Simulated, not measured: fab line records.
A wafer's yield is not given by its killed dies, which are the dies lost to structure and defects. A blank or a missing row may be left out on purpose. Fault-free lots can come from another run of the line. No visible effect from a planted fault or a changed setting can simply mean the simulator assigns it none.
Split-lot experiment + flow n5_finfet + 7 lots, 39 wafers read, on a route of 1938 steps

ABOUT THE SPLIT
At N5_HKMG_FIN_ETCH_55 (etches SOC in N2/H2, target depth 240 nm, time 300 s), the setting time_s was moved away from the recipe's 300 s on 12 of the 39 wafers read, by -46.0% to +57.6%. For the rest of the wafers, this setting stayed at what the recipe calls for.

The reading comes from the split's own step.

THE READING
SiARC_of_HKMG_FIN_COAT_42.thk_nm (the simulator's own value, which no gauge read), in nm, at N5_HKMG_FIN_ETCH_55 (etches SOC in N2/H2, target depth 240 nm, time 300 s). The file does not state a usual value for it. Across the 27 wafers here that went through the recipe, the average is 21.6 nm and the standard deviation 0.49 nm.

| wafer  | tool, chamber at the split | time_s as run, s | against the recipe | SiARC_of_HKMG_FIN_COAT_42.thk_nm, nm | against lot-mates on the recipe |
|--------|----------------------------|------------------|--------------------|--------------------------------------|---------------------------------|
| L074.1 | rie_diel-01, 2             | 300              | recipe             | 20.8                                 | -                               |
| L074.4 | rie_diel-01, 1             | 300              | recipe             | 21.8                                 | -                               |
| L074.6 | rie_diel-01, 0             | 300              | recipe             | 21.4                                 | -                               |
| L075.1 | rie_diel-05, 2             | 458.7            | +52.9%             | 14                                   | -7.4                            |
| L075.2 | rie_diel-05, 1             | 300              | recipe             | 21.4                                 | -                               |
| L075.3 | rie_diel-05, 3             | 458.7            | +52.9%             | 14.6                                 | -6.8                            |
| L075.4 | rie_diel-05, 0             | 458.7            | +52.9%             | 14.2                                 | -7.2                            |
| L075.5 | rie_diel-05, 2             | 300              | recipe             | 21.2                                 | -                               |
| L075.6 | rie_diel-05, 3             | 300              | recipe             | 21.6                                 | -                               |
| L083.1 | rie_diel-01, 0             | 300              | recipe             | 21.6                                 | -                               |
| L083.2 | rie_diel-01, 1             | 300              | recipe             | 21.8                                 | -                               |
| L083.3 | rie_diel-01, 2             | 300              | recipe             | 20.8                                 | -                               |
| L083.4 | rie_diel-01, 3             | 300              | recipe             | 21                                   | -                               |
| L083.5 | rie_diel-01, 1             | 300              | recipe             | 21.8                                 | -                               |
| L083.6 | rie_diel-01, 0             | 300              | recipe             | 21.4                                 | -                               |
| L084.1 | rie_diel-06, 0             | 300              | recipe             | 22.4                                 | -                               |
| L084.2 | rie_diel-06, 1             | 300              | recipe             | 20.8                                 | -                               |
| L084.3 | rie_diel-06, 3             | 300              | recipe             | 21.6                                 | -                               |
| L084.4 | rie_diel-06, 1             | 300              | recipe             | 21.2                                 | -                               |
| L084.5 | rie_diel-06, 3             | 300              | recipe             | 21.4                                 | -                               |
| L084.6 | rie_diel-06, 0             | 300              | recipe             | 22.2                                 | -                               |
| L091.1 | rie_diel-01, 1             | 300              | recipe             | 22.4                                 | -                               |
| L091.2 | rie_diel-01, 3             | 162.1            | -46.0%             | 27.6                                 | +5.5                            |
| L091.3 | rie_diel-01, 2             | 162.1            | -46.0%             | 27.4                                 | +5.3                            |
| L091.4 | rie_diel-01, 0             | 300              | recipe             | 21.6                                 | -                               |
| L091.5 | rie_diel-01, 1             | 300              | recipe             | 22.4                                 | -                               |
| L091.6 | rie_diel-01, 0             | 162.1            | -46.0%             | 27.8                                 | +5.7                            |
| L093.1 | rie_diel-01, 3             | 472.9            | +57.6%             | 13.2                                 | -8.3                            |
| L093.2 | rie_diel-01, 0             | 472.9            | +57.6%             | 13.8                                 | -7.7                            |
| L093.3 | rie_diel-01, 1             | 300              | recipe             | 22.2                                 | -                               |
| L093.4 | rie_diel-01, 2             | 300              | recipe             | 21.2                                 | -                               |
| L093.5 | rie_diel-01, 3             | 472.9            | +57.6%             | 13.6                                 | -7.9                            |
| L093.6 | rie_diel-01, 2             | 300              | recipe             | 21.2                                 | -                               |
| L094.1 | rie_diel-01, 1             | 243.4            | -18.9%             | 24.8                                 | +3.0                            |
| L094.2 | rie_diel-01, 0             | 243.4            | -18.9%             | 24.4                                 | +2.6                            |
| L094.3 | rie_diel-01, 2             | 243.4            | -18.9%             | 24                                   | +2.2                            |
| L094.4 | rie_diel-01, 3             | 300              | recipe             | 21.4                                 | -                               |
| L094.5 | rie_diel-01, 1             | 300              | recipe             | 22.4                                 | -                               |
| L094.6 | rie_diel-01, 0             | 300              | recipe             | 21.6                                 | -                               |

FIT RESULTS
A straight line over all 39 wafers: SiARC_of_HKMG_FIN_COAT_42.thk_nm changes by -0.137 nm for each +1% of time_s; r = -0.99; the points scatter about the line by 0.46 nm.
The same after taking each lot's own level away (the mean of its wafers on the recipe; 39 wafers): -0.132 nm for each +1%; r = -0.99; scatter 0.44 nm.
Per that fit: largest time_s move, reading shift of 7.6 nm.
The span of the lots' own levels, 21.33 to 22.13 nm, comes to 1.6 times the standard deviation stated above.
The two slopes agree, so the slope changes little with the lot-to-lot level.
Check: -7.59 nm against its lot-mates is what the line predicts for one of the wafers moved furthest among these (+57.6%) when that wafer is left out of the fit. Against them it came out at -8.33 nm.

FURTHER SPLITS ON THESE WAFERS
Before the reading, these wafers also passed through other splits. Each is held against what the fit with the lots' levels taken away leaves over:
| other split on the same wafers | wafers away from the commonest value | r with SiARC_of_HKMG_FIN_COAT_42.thk_nm (lot level and that fit taken away) |
|--------------------------------|--------------------------------------|-----------------------------------------------------------------------------|
| N5_FIN_SAQP_ETCH_65 time_s     | 15                                   | -0.05                                                                       |
| N5_FIN_CUT_CUT_ETCH_15 time_s  | 18                                   | -0.51                                                                       |

THE WHOLE CHAIN: every reading that the file lists as answering this split, in the file's order
| step                | what it does                                         | reading                                                                           | change (the file's fit)               | r (the file's) |
|---------------------|------------------------------------------------------|-----------------------------------------------------------------------------------|---------------------------------------|----------------|
| N5_HKMG_FIN_ETCH_55 | etches SOC in N2/H2, target depth 240 nm, time 300 s | etch.depth_nm (the simulator's own value, which no gauge read)                    | +2.31 nm for each +1% of the setting  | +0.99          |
| N5_HKMG_FIN_ETCH_55 | etches SOC in N2/H2, target depth 240 nm, time 300 s | HKMG_FIN.feature_depth_nm (the simulator's own value, which no gauge read)        | +2.31 nm for each +1% of the setting  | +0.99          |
| N5_HKMG_FIN_ETCH_55 | etches SOC in N2/H2, target depth 240 nm, time 300 s | SiARC_of_HKMG_FIN_COAT_42.thk_nm (the simulator's own value, which no gauge read) | -0.133 nm for each +1% of the setting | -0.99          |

THE FILE'S OWN FIT
SiARC_of_HKMG_FIN_COAT_42.thk_nm changes by -0.133 nm for each +1% of time_s, r = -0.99.
